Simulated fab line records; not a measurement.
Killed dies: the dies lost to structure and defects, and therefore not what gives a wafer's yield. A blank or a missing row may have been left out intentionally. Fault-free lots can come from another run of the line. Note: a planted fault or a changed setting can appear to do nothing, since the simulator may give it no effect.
Matching of chambers / flow n5Finfet / 4 sister chambers for N5_BEOL_M4_DESCUM_16 on rieDiel-01
The step chemistry O2, time 7 s. 4 wafers are shown with their chamber, then 12 later ones without.

== EACH WAFER AND ITS CHAMBER ==
wafer=L087.1; chamber=3; showerheadPlenumPTorr (Torr)=2.12
wafer=L089.3; chamber=1; showerheadPlenumPTorr (Torr)=1.99
wafer=L089.4; chamber=2; showerheadPlenumPTorr (Torr)=2.21
wafer=L089.6; chamber=0; showerheadPlenumPTorr (Torr)=2.15

== WAFERS WITH NO CHAMBER GIVEN ==
wafer=L090.4; showerheadPlenumPTorr (Torr)=2.15
wafer=L090.5; showerheadPlenumPTorr (Torr)=2.12
wafer=L090.6; showerheadPlenumPTorr (Torr)=2.21
wafer=L091.2; showerheadPlenumPTorr (Torr)=2.12
wafer=L091.3; showerheadPlenumPTorr (Torr)=2.21
wafer=L091.5; showerheadPlenumPTorr (Torr)=2.21
wafer=L094.2; showerheadPlenumPTorr (Torr)=2.21
wafer=L094.4; showerheadPlenumPTorr (Torr)=2.12
wafer=L094.6; showerheadPlenumPTorr (Torr)=2.14
wafer=L097.2; showerheadPlenumPTorr (Torr)=2.14
wafer=L097.3; showerheadPlenumPTorr (Torr)=2.12
wafer=L097.4; showerheadPlenumPTorr (Torr)=2.20

== CHAMBER TAKEN BY EACH ==
wafer=L090.4; from the rows above=0; in truth=0
wafer=L090.5; from the rows above=3; in truth=3
wafer=L090.6; from the rows above=2; in truth=2
wafer=L091.2; from the rows above=3; in truth=3
wafer=L091.3; from the rows above=2; in truth=2
wafer=L091.5; from the rows above=2; in truth=2
wafer=L094.2; from the rows above=2; in truth=2
wafer=L094.4; from the rows above=3; in truth=3
wafer=L094.6; from the rows above=0; in truth=0
wafer=L097.2; from the rows above=0; in truth=0
wafer=L097.3; from the rows above=3; in truth=3
wafer=L097.4; from the rows above=2; in truth=2
Correctly placed: 12 of 12. Left unplaced by these rows: 0. Number placed wrongly: 0.
How it was worked out, from the rows above alone: a wafer's distance from a chamber is the root of the sum, over the readings, of the square of ((its reading less the chamber's mean) divided by the reading's scatter). The wafer belongs to the nearest chamber; if the next one is less than 2 further off, it can't be placed. Each chamber's mean is taken over the wafers shown for it. The scatter (one wafer shown for each chamber): square how far every hidden wafer sits from the nearest shown wafer, average those squares and take the square root.
